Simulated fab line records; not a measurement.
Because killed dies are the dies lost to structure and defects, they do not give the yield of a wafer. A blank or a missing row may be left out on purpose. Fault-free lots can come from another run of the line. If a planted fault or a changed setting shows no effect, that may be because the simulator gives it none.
fab line records ; flow n5-finfet ; part 1 of 2: steps 1 to 13 of 30
[record] lots = 5; wafers = 15; last-day = 19
route steps=1938 shown FIN_SAQP@135 FIN_CUT@154
lots with no fault: from the same line, run without faults
start-h: hours from the record's first day to the start of the lot's first wafer shown ; wait-h: hours elapsed since this lot's preceding step ; " identical to the entry in the row above ; L1.1+2: a row that stands for several wafers ; - no value, or no start given ; * or withheld: withheld ; < > ~ a bound
route shown NAME@n: NAME is a module with steps in the file, n the number in the route of the first one ; usual: the fault-free wafers' mean and standard deviation ; same: alike in all rows ; chamber/n: place in a boat ; sites: each site's reading ; _std_site: the standard deviation of these ; _edge_site: the outer-site mean with the inner-site mean subtracted ; radius-mm: for every site, how far away it sits from the centre of the wafer ; mask NAME#n: copy n ; behind: tool/chamber where the wafer was last shaped ; hold: why the lot was held/for how many hours/how that ended ; device: names the non-switching transistor (n, p or np) ; end of line: at the end of the route, the tests of the same wafers ; a step with no rows: only its recipe ; killed: count of dies lost to structure and defects at first sort (not the wafer's yield) ; map: shows each die of a wafer: x if killed, . if not, _ if none is there
set.NAME: the setting as run; set.NAME@STEP: as run at that earlier step ; model.NAME: the simulator's own value behind a step, which no gauge read
certain route steps with their lots: each step a table, each wafer a row
services: when a tool's chamber went out of use (start-h, in hours from the record's first day, below 0 if earlier), for how many hours, and the reason
[[steps]]
[step N5_FIN_SAQP_ETCH_67]
[recipe] chemistry = CH3F/O2; target = SiNx; target-depth-a = 300; mask-material = SOC; pressure-mtorr = 30; source-w = 395; bias-w = 73; Ar_flow_sccm = 150; CH3F_flow_sccm = 30; O2_flow_sccm = 20; ion-energy-ev = 120
[usual] drypump-motor-current-A = 5.9/0.5; oes_ar_750_au = 0.82/0.085; oes-product-au = 0.81/0.083; rf-vpp-V = 295/5.7; showerhead-plenum-p-Torr = 2.00/0.071; throttle-valve-pct = 16.35/0.24
lot.wafer;tool;chamber;start-h;wait-h;drypump-motor-current-A;oes_ar_750_au;oes-product-au;rf-hours-counter-h;rf-vpp-V;showerhead-plenum-p-Torr;throttle-valve-pct
L074.2;rie-diel-05;2;24.19;0.0;5.6;0.81;0.81;134;299;2.09;16.38
L074.3;rie-diel-05;1;24.19;0.0;6.2;0.70;0.69;224;295;1.98;16.54
L074.5;rie-diel-05;1;24.19;0.0;6.2;0.70;0.69;-;296;1.98;16.54
L080.1;rie-diel-03;0;60.12;0.0;6.0;0.90;0.89;27;298;1.96;16.29
L080.3;rie-diel-03;3;60.12;0.0;5.6;0.71;0.72;198;304;2.07;16.85
L080.6;rie-diel-03;3;60.12;0.0;5.6;0.72;0.72;-;304;2.07;16.88
L081.3;rie-diel-05;2;66.38;0.0;5.6;0.80;0.80;148;300;2.08;16.38
L081.4;rie-diel-05;1;66.38;0.0;6.2;0.69;0.68;240;296;1.97;16.58
L081.5;rie-diel-05;0;66.38;0.0;5.4;0.96;0.94;-;290;2.06;16.21
L087.3;rie-diel-05;0;104.15;0.1;5.3;0.91;0.91;-;291;2.06;16.24
L087.4;rie-diel-05;0;104.15;0.1;5.4;0.91;0.90;-;291;2.06;16.24
L087.6;rie-diel-05;0;104.15;0.1;5.4;0.91;0.89;-;291;2.06;16.23
L091.1;rie-diel-01;2;128.33;0.0;5.4;0.72;0.73;187;303;2.07;16.46
L091.3;rie-diel-01;3;128.33;0.0;5.1;0.78;0.77;146;295;1.83;16.15
L091.4;rie-diel-01;0;128.33;0.0;6.2;0.78;0.78;127;289;1.92;16.45
[step N5_FIN_SAQP_STRIP_70]
[recipe] chemistry = N2/H2; power-w = 500; temp-c = 40; pressure-mtorr = 50; rf-frequency-hz = 6e+07; overash-fraction = 0.3; bias-power-w = 28; h2-frac = 0.5; n2-flow-sccm = 300; h2-flow-sccm = 300
[usual] drypump-motor-current-A = 6.0/0.5; n2-flow-sccm = 300.0/0.92; oes-product-au = 0.81/0.085; rf-vpp-V = 121.8/1; showerhead-plenum-p-Torr = 3.36/0.11; throttle-valve-pct = 18.9/0.34
lot.wafer;tool;chamber;start-h;wait-h;drypump-motor-current-A;n2-flow-sccm;oes-product-au;rf-hours-counter-h;rf-vpp-V;showerhead-plenum-p-Torr;throttle-valve-pct
L074.2;rie-diel-05;2;24.23;0.0;5.6;298.1;0.79;134;121.7;3.51;19.0
L074.3;rie-diel-05;1;24.23;0.0;6.2;299.8;0.70;224;120.8;3.30;18.9
L074.5;rie-diel-05;1;24.23;0.0;6.2;299.8;0.70;-;123.0;3.30;18.9
L080.1;rie-diel-03;0;60.16;0.0;6.0;298.8;0.90;27;121.7;3.30;19.4
L080.3;rie-diel-03;3;60.16;0.0;5.6;299.8;0.72;198;122.1;3.48;19.4
L080.6;rie-diel-03;3;60.16;0.0;5.6;298.8;0.72;-;121.3;3.47;19.4
L081.3;rie-diel-05;2;66.42;0.0;5.7;300.7;0.77;148;123.8;3.51;19.0
L081.4;rie-diel-05;1;66.42;0.0;6.2;299.1;0.69;240;122.9;3.29;19.0
L081.5;rie-diel-05;0;66.42;0.0;5.4;298.9;0.94;-;122.3;3.43;18.8
L087.3;rie-diel-05;0;104.27;0.1;5.4;300.1;0.90;-;121.2;3.42;18.8
L087.4;rie-diel-05;0;104.27;0.1;5.4;299.7;0.91;-;121.9;3.42;18.8
L087.6;rie-diel-05;0;104.27;0.1;5.4;299.5;0.90;-;122.3;3.42;18.8
L091.1;rie-diel-01;2;128.37;0.0;5.4;299.6;0.72;187;122.2;3.47;19.0
L091.3;rie-diel-01;3;128.37;0.0;5.1;299.6;0.77;146;120.6;3.08;18.3
L091.4;rie-diel-01;0;128.37;0.0;6.2;301.6;0.80;127;121.8;3.23;18.7
[step N5_FIN_SAQP_RECESS_71]
[recipe] chemistry = HF/NH3; target = SiO2; target-depth-a = 30; afs-cycles = 1; temp-c = 30; sublimation-temp-c = 180; sublimation-time-s = 60
[usual] drypump-motor-current-A = 5.7/0.4
lot.wafer;tool;chamber;start-h;wait-h;drypump-motor-current-A
L074.2;vapor-etch-02;1;24.55;0.3;6.2
L074.3;vapor-etch-02;0;24.55;0.3;5.6
L074.5;vapor-etch-02;0;24.55;0.3;5.6
L080.1;vapor-etch-01;0;60.22;0.0;5.3
L080.3;vapor-etch-01;0;60.22;0.0;5.2
L080.6;vapor-etch-01;1;60.22;0.0;5.2
L081.3;vapor-etch-01;1;66.52;0.1;5.2
L081.4;vapor-etch-01;0;66.52;0.1;5.3
L081.5;vapor-etch-01;0;66.52;0.1;5.3
L087.3;vapor-etch-02;0;104.41;0.1;5.6
L087.4;vapor-etch-02;1;104.41;0.1;6.2
L087.6;vapor-etch-02;1;104.41;0.1;6.2
L091.1;vapor-etch-02;0;128.46;0.1;5.5
L091.3;vapor-etch-02;1;128.46;0.1;6.2
L091.4;vapor-etch-02;0;128.46;0.1;5.5
[step N5_FIN_SAQP_SPACER2_ALD_28]
[recipe] material = SiO2; target-thk-a = 81; temp-c = 300; ald-precursor-family = BDEAS; ald-co-reactant = O2-plasma; pulse-time-s = 1; purge-time-s = 2; co-reactant-purge-time-s = 2; pressure-torr = 2
[usual] heater-power-w = 467/44; precursor-pulse-height-rel = 1.002/0.019
lot.wafer;tool;chamber;start-h;wait-h;heater-power-w;precursor-pulse-height-rel
L074.2;ald-sin-01;1;25.23;0.6;575;1.000
L074.3;ald-sin-01;3;25.23;0.6;410;1.010
L074.5;ald-sin-01;0;25.23;0.6;447;1.009
L080.1;ald-sin-02;0;60.37;0.1;410;1.025
L080.3;ald-sin-02;3;60.37;0.1;520;0.994
L080.6;ald-sin-02;3;60.37;0.1;515;1.003
L081.3;ald-sin-03;0;66.63;0.1;511;0.981
L081.4;ald-sin-03;2;66.63;0.1;482;1.014
L081.5;ald-sin-03;1;66.63;0.1;431;1.018
L087.3;ald-sin-03;2;104.52;0.1;454;1.037
L087.4;ald-sin-03;0;104.52;0.1;519;0.969
L087.6;ald-sin-03;3;104.52;0.1;503;1.009
L091.1;ald-sin-01;2;128.61;0.1;477;0.991
L091.3;ald-sin-01;3;128.61;0.1;407;1.028
L091.4;ald-sin-01;2;128.61;0.1;472;0.999
[step N5_FIN_SAQP_SPACER2_ETCHBACK_29]
[recipe] chemistry = CHF3/O2; mode = anisotropic-etchback; target = SiO2; target-depth-a = 122; time-s = 6.1; pressure-mtorr = 30; source-w = 650; bias-w = 170; Ar_flow_sccm = 200; CHF3_flow_sccm = 50; O2_flow_sccm = 5; ion-energy-ev = 200
[usual] drypump-motor-current-A = 5.8/0.48; oes_ar_750_au = 0.81/0.089; oes-product-au = 0.81/0.09; rf-vpp-V = 520/9.7; showerhead-plenum-p-Torr = 2.42/0.085; throttle-valve-pct = 18.91/0.21
lot.wafer;tool;chamber;start-h;wait-h;drypump-motor-current-A;oes_ar_750_au;oes-product-au;rf-hours-counter-h;rf-vpp-V;showerhead-plenum-p-Torr;throttle-valve-pct
L074.2;rie-diel-03;0;25.60;0.2;6.0;0.93;0.95;11;522;2.37;18.84
L074.3;rie-diel-03;1;25.60;0.2;6.5;0.69;0.69;243;514;2.47;19.01
L074.5;rie-diel-03;0;25.60;0.2;6.0;0.95;0.94;-;523;2.37;18.83
L080.1;rie-diel-05;1;60.70;0.2;6.2;0.69;0.68;238;522;2.38;19.09
L080.3;rie-diel-05;0;60.70;0.2;5.3;0.96;0.96;5;512;2.49;18.81
L080.6;rie-diel-05;0;60.70;0.2;5.4;0.95;0.95;-;513;2.49;18.80
L081.3;rie-diel-03;2;66.95;0.2;6.7;0.93;0.93;16;507;2.48;19.05
L081.4;rie-diel-03;3;66.95;0.2;5.6;0.72;0.71;201;539;2.50;19.44
L081.5;rie-diel-03;2;66.95;0.2;6.7;0.92;0.92;-;509;2.48;19.03
L087.3;rie-diel-01;0;104.85;0.2;6.2;0.79;0.79;119;507;2.32;18.96
L087.4;rie-diel-01;1;104.85;0.2;6.5;0.88;0.89;24;512;2.37;18.51
L087.6;rie-diel-01;2;104.85;0.2;5.4;0.73;0.72;-;539;2.50;19.01
L091.1;rie-diel-03;2;128.93;0.2;6.7;0.87;0.88;42;507;2.47;19.10
L091.3;rie-diel-03;1;128.93;0.2;6.5;0.89;0.89;26;515;2.46;18.68
L091.4;rie-diel-03;0;128.93;0.2;6.0;0.86;0.86;54;521;2.35;18.90
[step N5_FIN_SAQP_MANDREL2_REMOVE_60]
[recipe] chemistry = HBr/Cl2/O2; bt-time-s = 10; target = a-Si; stop-on = SiNx; endpoint = OES-SiCl; over-etch-frac = 1; icp-w = 600; bias-w = 22; HBr_flow_sccm = 150; Cl2_flow_sccm = 80; O2_flow_sccm = 5; pressure-mtorr = 10
[usual] HBr_flow_sccm = 150.1/0.43; drypump-motor-current-A = 5.7/0.57; he-backside-leak-sccm = 2.7/0.35; mfc-cl2-sccm = 80.07/0.27; oes-product-au = 0.998/0.014; throttle-valve-pct = 36.7/0.31
[same] over-etch-frac = 1
lot.wafer;tool;chamber;start-h;wait-h;HBr_flow_sccm;drypump-motor-current-A;he-backside-leak-sccm;mfc-cl2-sccm;oes-product-au;rf-hours-counter-h;throttle-valve-pct
L074.2;rie-si-03;1;25.68;0.1;149.8;6.4;2.3;80.11;0.993;79;36.7
L074.3;rie-si-03;0;25.68;0.1;149.7;5.0;2.4;80.74;0.997;65;37.1
L074.5;rie-si-03;1;25.68;0.1;149.8;6.4;2.4;80.39;0.996;-;36.7
L080.1;rie-si-01;3;60.78;0.1;149.6;6.3;2.8;80.32;1.005;44;36.7
L080.3;rie-si-01;2;60.78;0.1;150.5;5.7;3.2;80.61;0.967;6;36.5
L080.6;rie-si-01;2;60.78;0.1;150.1;5.8;3.2;80.42;0.982;-;36.5
L081.3;rie-si-01;3;67.04;0.1;150.9;6.3;2.8;80.34;1.001;44;36.7
L081.4;rie-si-01;2;67.04;0.1;150.4;5.7;3.3;79.99;0.978;6;36.5
L081.5;rie-si-01;1;67.04;0.1;149.8;4.6;2.7;80.00;0.992;-;36.3
L087.3;rie-si-05;2;104.93;0.1;149.8;5.8;3.3;80.38;1.026;125;36.9
L087.4;rie-si-05;1;104.93;0.1;150.4;4.9;2.7;80.20;1.006;68;36.7
L087.6;rie-si-05;0;104.93;0.1;150.4;6.4;2.6;80.19;0.990;-;36.5
L091.1;rie-si-03;3;129.02;0.1;149.8;5.8;2.5;79.77;1.005;56;36.7
L091.3;rie-si-03;0;129.02;0.1;149.6;5.0;2.5;80.20;0.994;67;37.1
L091.4;rie-si-03;0;129.02;0.1;149.2;5.0;2.5;79.46;1.006;-;37.1
[step N5_FIN_SAQP_CD_MEAS_31]
[recipe] target-cd-nm = 8; landing-energy-ev = 1000; detector = se-inlens; polarity = line
[usual] cd-nm = 8.09/0.2
lot.wafer;tool;chamber;start-h;wait-h;cd-nm
L074.2;cd-sem-01;0;25.80;0.1;8.52
L074.3;cd-sem-01;0;25.80;0.1;7.84
L074.5;cd-sem-01;0;25.80;0.1;8.01
L080.1;cd-sem-01;0;60.89;0.1;7.98
L080.3;cd-sem-01;0;60.89;0.1;7.82
L080.6;cd-sem-01;0;60.89;0.1;8.41
L081.3;cd-sem-02;0;67.16;0.1;7.89
L081.4;cd-sem-02;0;67.16;0.1;8.28
L081.5;cd-sem-02;0;67.16;0.1;8.21
L087.3;cd-sem-03;0;105.05;0.1;8.29
L087.4;cd-sem-03;0;105.05;0.1;7.89
L087.6;cd-sem-03;0;105.05;0.1;8.22
L091.1;cd-sem-02;0;129.13;0.1;8.34
L091.3;cd-sem-02;0;129.13;0.1;7.78
L091.4;cd-sem-02;0;129.13;0.1;7.96
[step N5_FIN_SAQP_HM_OPEN_33]
[recipe] chemistry = CH3F/O2; target = SiNx; mask-material = SiO2; target-depth-a = 494; time-s = 70.6; pressure-mtorr = 30; source-w = 395; bias-w = 73; Ar_flow_sccm = 150; CH3F_flow_sccm = 30; O2_flow_sccm = 20; ion-energy-ev = 120; ends = cleared
[usual] drypump-motor-current-A = 6.0/0.49; etch-rf-on-time-s = 69.3/1.4; oes_ar_750_au = 0.82/0.083; oes-product-au = 0.70/0.07; rf-vpp-V = 295/5.8; showerhead-plenum-p-Torr = 2.00/0.07; throttle-valve-pct = 16.33/0.24
lot.wafer;tool;chamber;start-h;wait-h;drypump-motor-current-A;etch-rf-on-time-s;oes_ar_750_au;oes-product-au;rf-hours-counter-h;rf-vpp-V;showerhead-plenum-p-Torr;throttle-valve-pct
L074.2;rie-diel-03;0;25.84;0.0;6.0;68.6;0.93;0.80;11;296;1.96;16.22
L074.3;rie-diel-03;3;25.84;0.0;5.6;69.0;0.74;0.62;182;306;2.08;16.80
L074.5;rie-diel-03;1;25.84;0.0;6.5;72.3;0.70;0.58;-;291;2.05;16.48
L080.1;rie-diel-03;0;61.02;0.1;6.0;67.6;0.90;0.77;28;295;1.96;16.27
L080.3;rie-diel-03;3;61.02;0.1;5.6;69.2;0.71;0.61;199;305;2.07;16.84
L080.6;rie-diel-03;2;61.02;0.1;6.7;69.4;0.93;0.78;-;288;2.06;16.40
L081.3;rie-diel-01;3;67.20;0.0;5.1;70.5;0.80;0.67;123;295;1.84;16.09
L081.4;rie-diel-01;0;67.20;0.0;6.2;72.9;0.80;0.69;104;289;1.93;16.37
L081.5;rie-diel-01;0;67.20;0.0;6.2;72.0;0.80;0.68;-;288;1.93;16.38
L087.3;rie-diel-03;2;105.09;0.0;6.7;67.4;0.90;0.76;30;289;2.05;16.42
L087.4;rie-diel-03;2;105.09;0.0;6.7;68.5;0.90;0.76;-;288;2.05;16.43
L087.6;rie-diel-03;1;105.09;0.0;6.5;70.6;0.92;0.78;-;292;2.05;16.04
L091.1;rie-diel-01;1;129.18;0.0;6.4;66.0;0.86;0.75;33;291;1.96;15.90
L091.3;rie-diel-01;0;129.18;0.0;6.2;68.9;0.78;0.67;127;288;1.92;16.41
L091.4;rie-diel-01;2;129.18;0.0;5.4;69.5;0.72;0.61;187;303;2.07;16.46
[step N5_FIN_SAQP_ETCH_34]
[recipe] chemistry = C4F6/O2; target = SiO2; target-depth-a = 450; time-s = 15; ion-energy-ev = 250; pressure-mtorr = 30; source-w = 345; bias-w = 185; Ar_flow_sccm = 300; C4F6_flow_sccm = 10; O2_flow_sccm = 10; ends = cleared
[usual] drypump-motor-current-A = 6.0/0.49; etch-rf-on-time-s = 14.99/0.25; oes_ar_750_au = 0.82/0.082; oes-product-au = 0.70/0.07; rf-vpp-V = 659/13; showerhead-plenum-p-Torr = 2.85/0.097; throttle-valve-pct = 21.08/0.25
lot.wafer;tool;chamber;start-h;wait-h;drypump-motor-current-A;etch-rf-on-time-s;oes_ar_750_au;oes-product-au;rf-hours-counter-h;rf-vpp-V;showerhead-plenum-p-Torr;throttle-valve-pct
L074.2;rie-diel-03;0;25.91;0.0;6.0;15.11;0.93;0.80;11;664;2.80;21.03
L074.3;rie-diel-03;3;25.91;0.0;5.6;14.94;0.73;0.63;182;685;2.95;21.58
L074.5;rie-diel-03;1;25.91;0.0;6.5;15.36;0.70;0.58;-;649;2.92;21.09
L080.1;rie-diel-03;0;61.09;0.0;6.0;15.19;0.90;0.76;28;665;2.79;21.05
L080.3;rie-diel-03;3;61.09;0.0;5.6;14.98;0.71;0.61;199;685;2.95;21.57
L080.6;rie-diel-03;2;61.09;0.0;6.7;14.90;0.93;0.78;-;645;2.93;21.24
L081.3;rie-diel-01;3;67.27;0.0;5.1;14.83;0.80;0.68;123;660;2.62;20.73
L081.4;rie-diel-01;0;67.27;0.0;6.2;15.20;0.80;0.69;104;643;2.75;21.10
L081.5;rie-diel-01;0;67.27;0.0;6.2;15.40;0.80;0.69;-;645;2.75;21.09
L087.3;rie-diel-03;2;105.16;0.0;6.7;14.70;0.90;0.77;30;645;2.92;21.27
L087.4;rie-diel-03;2;105.16;0.0;6.7;14.57;0.90;0.76;-;646;2.92;21.28
L087.6;rie-diel-03;1;105.16;0.0;6.5;15.34;0.92;0.78;-;648;2.91;20.76
L091.1;rie-diel-01;1;129.25;0.0;6.4;14.48;0.86;0.75;33;649;2.79;20.66
L091.3;rie-diel-01;0;129.25;0.0;6.2;15.37;0.78;0.67;127;646;2.74;21.13
L091.4;rie-diel-01;2;129.25;0.0;5.4;15.10;0.72;0.62;187;682;2.95;21.15
[step N5_FIN_SAQP_STRIP_77]
[recipe] chemistry = N2/H2; time-s = 90; power-w = 100; temp-c = 40; pressure-mtorr = 100; rf-frequency-hz = 6e+07; bias-power-w = 3; n2-flow-sccm = 300; h2-flow-sccm = 300
[usual] drypump-motor-current-A = 6.0/0.49; n2-flow-sccm = 299.9/0.87; oes-product-au = 0.82/0.084; rf-vpp-V = 45.4/0.89; showerhead-plenum-p-Torr = 3.37/0.11; throttle-valve-pct = 12.16/0.26
lot.wafer;tool;chamber;start-h;wait-h;drypump-motor-current-A;n2-flow-sccm;oes-product-au;rf-hours-counter-h;rf-vpp-V;showerhead-plenum-p-Torr;throttle-valve-pct
L074.2;rie-diel-03;0;25.94;0.0;6.0;301.9;0.94;11;45.1;3.32;12.13
L074.3;rie-diel-03;3;25.94;0.0;5.6;299.8;0.73;182;46.1;3.50;12.64
L074.5;rie-diel-03;1;25.94;0.0;6.5;300.5;0.68;-;44.9;3.46;12.42
L080.1;rie-diel-03;0;61.12;0.0;6.0;300.5;0.90;28;45.9;3.31;12.17
L080.3;rie-diel-03;3;61.12;0.0;5.6;298.3;0.72;199;47.2;3.49;12.69
L080.6;rie-diel-03;2;61.12;0.0;6.7;298.1;0.93;-;45.3;3.45;12.03
L081.3;rie-diel-01;3;67.30;0.0;5.1;299.7;0.78;123;44.4;3.11;11.91
L081.4;rie-diel-01;0;67.30;0.0;6.2;297.9;0.81;104;45.2;3.26;12.13
L081.5;rie-diel-01;0;67.30;0.0;6.2;298.1;0.80;-;46.4;3.26;12.13
L087.3;rie-diel-03;2;105.18;0.0;6.7;299.6;0.89;30;43.9;3.44;12.07
L087.4;rie-diel-03;2;105.18;0.0;6.7;300.1;0.88;-;45.6;3.44;12.10
L087.6;rie-diel-03;1;105.18;0.0;6.5;300.9;0.89;-;46.6;3.45;11.85
L091.1;rie-diel-01;1;129.27;0.0;6.5;299.4;0.89;33;43.8;3.33;11.85
L091.3;rie-diel-01;0;129.27;0.0;6.3;300.1;0.80;127;45.0;3.25;12.17
L091.4;rie-diel-01;2;129.27;0.0;5.4;300.7;0.72;187;47.0;3.49;12.37
[step N5_FIN_SAQP_HM_CD_35]
[recipe] target-cd-nm = 8; polarity = line
[usual] cd-nm = 8.08/0.21
lot.wafer;tool;chamber;start-h;wait-h;cd-nm
L074.2;cd-sem-01;-;26.06;0.1;8.17
L074.3;cd-sem-01;-;26.06;0.1;8.45
L074.5;cd-sem-01;-;26.06;0.1;8.41
L080.1;cd-sem-02;-;61.24;0.1;8.32
L080.3;cd-sem-02;-;61.24;0.1;8.24
L080.6;cd-sem-02;-;61.24;0.1;7.70
L081.3;cd-sem-02;-;67.43;0.1;7.96
L081.4;cd-sem-02;-;67.43;0.1;8.17
L081.5;cd-sem-02;-;67.43;0.1;7.98
L087.3;cd-sem-03;-;105.32;0.1;7.78
L087.4;cd-sem-03;-;105.32;0.1;7.92
L087.6;cd-sem-03;-;105.32;0.1;8.05
L091.1;cd-sem-03;-;129.39;0.1;8.38
L091.3;cd-sem-03;-;129.39;0.1;7.60
L091.4;cd-sem-03;-;129.39;0.1;7.66
[step N5_FIN_SAQP_ETCH_64]
[recipe] chemistry = CF4; target = SiO2; target-depth-a = 15; ion-energy-ev = 350; pressure-mtorr = 10; icp-w = 800; bias-w = 400; cf4-flow-sccm = 80
[usual] drypump-motor-current-A = 5.7/0.57; he-backside-leak-sccm = 2.8/0.35; oes-product-au = 0.997/0.018; throttle-valve-pct = 21.73/0.23
lot.wafer;tool;chamber;start-h;wait-h;drypump-motor-current-A;he-backside-leak-sccm;oes-product-au;rf-hours-counter-h;throttle-valve-pct
L074.2;rie-si-05;3;26.11;0.0;5.7;2.5;1.018;3;22.07
L074.3;rie-si-05;2;26.11;0.0;5.8;3.3;1.018;124;22.00
L074.5;rie-si-05;0;26.11;0.0;6.4;2.8;0.978;-;21.63
L080.1;rie-si-03;2;61.29;0.0;5.7;3.1;1.010;197;21.61
L080.3;rie-si-03;3;61.29;0.0;5.8;2.6;1.019;55;21.90
L080.6;rie-si-03;3;61.29;0.0;5.8;2.5;1.023;-;21.90
L081.3;rie-si-05;1;67.47;0.0;4.9;2.5;1.016;68;21.62
L081.4;rie-si-05;0;67.47;0.0;6.4;2.6;0.997;4;21.64
L081.5;rie-si-05;0;67.47;0.0;6.4;2.7;0.988;-;21.64
L087.3;rie-si-03;0;105.36;0.0;5.0;2.5;0.973;67;22.13
L087.4;rie-si-03;3;105.36;0.0;5.8;2.4;1.013;56;21.89
L087.6;rie-si-03;0;105.36;0.0;5.0;2.5;0.975;-;22.13
L091.1;rie-si-05;3;129.44;0.0;5.7;2.4;1.012;5;22.06
L091.3;rie-si-05;0;129.44;0.0;6.4;2.7;0.994;5;21.65
L091.4;rie-si-05;1;129.44;0.0;4.9;2.4;1.013;69;21.62
[step N5_FIN_SAQP_FIN_ETCH_36]
[recipe] chemistry = HBr/Cl2/O2; target-depth-a = 1200; mask-material = SiNx; time-s = 50.4; bias-w = 102; pressure-mtorr = 10; icp-w = 800; HBr_flow_sccm = 150; Cl2_flow_sccm = 80; O2_flow_sccm = 12
[usual] HBr_flow_sccm = 150.0/0.46; drypump-motor-current-A = 5.7/0.57; he-backside-leak-sccm = 2.8/0.36; mfc-cl2-sccm = 80.00/0.25; oes-product-au = 0.999/0.014; throttle-valve-pct = 36.0/0.32
lot.wafer;tool;chamber;start-h;wait-h;HBr_flow_sccm;drypump-motor-current-A;he-backside-leak-sccm;mfc-cl2-sccm;oes-product-au;rf-hours-counter-h;throttle-valve-pct
L074.2;rie-si-05;3;26.13;0.0;149.8;5.7;4.9;79.63;1.003;3;36.4
L074.3;rie-si-05;2;26.13;0.0;150.4;5.8;3.3;79.72;1.014;124;36.3
L074.5;rie-si-05;0;26.13;0.0;149.3;6.4;2.7;80.23;0.990;-;35.9
L080.1;rie-si-03;2;61.31;0.0;150.7;5.7;3.1;80.29;1.009;197;35.7
L080.3;rie-si-03;3;61.31;0.0;150.2;5.8;2.3;79.95;1.009;55;36.0
L080.6;rie-si-03;3;61.31;0.0;150.7;5.8;2.5;80.20;1.011;-;36.0
L081.3;rie-si-05;1;67.49;0.0;150.2;4.9;2.3;79.53;1.008;68;36.0
L081.4;rie-si-05;0;67.49;0.0;150.3;6.4;2.7;79.69;0.993;4;35.9
L081.5;rie-si-05;0;67.49;0.0;150.2;6.4;3.6;79.73;0.994;-;35.9
L087.3;rie-si-03;0;105.38;0.0;149.9;5.0;2.5;80.22;0.981;67;36.5
L087.4;rie-si-03;3;105.38;0.0;149.7;5.7;2.5;80.41;1.018;56;36.0
L087.6;rie-si-03;0;105.38;0.0;150.2;5.0;2.4;80.34;0.985;-;36.4
L091.1;rie-si-05;3;129.46;0.0;148.8;5.7;2.4;79.82;1.007;5;36.4
L091.3;rie-si-05;0;129.46;0.0;150.1;6.4;2.6;79.71;1.004;5;35.9
L091.4;rie-si-05;1;129.46;0.0;149.9;4.9;2.4;80.05;1.016;69;36.0
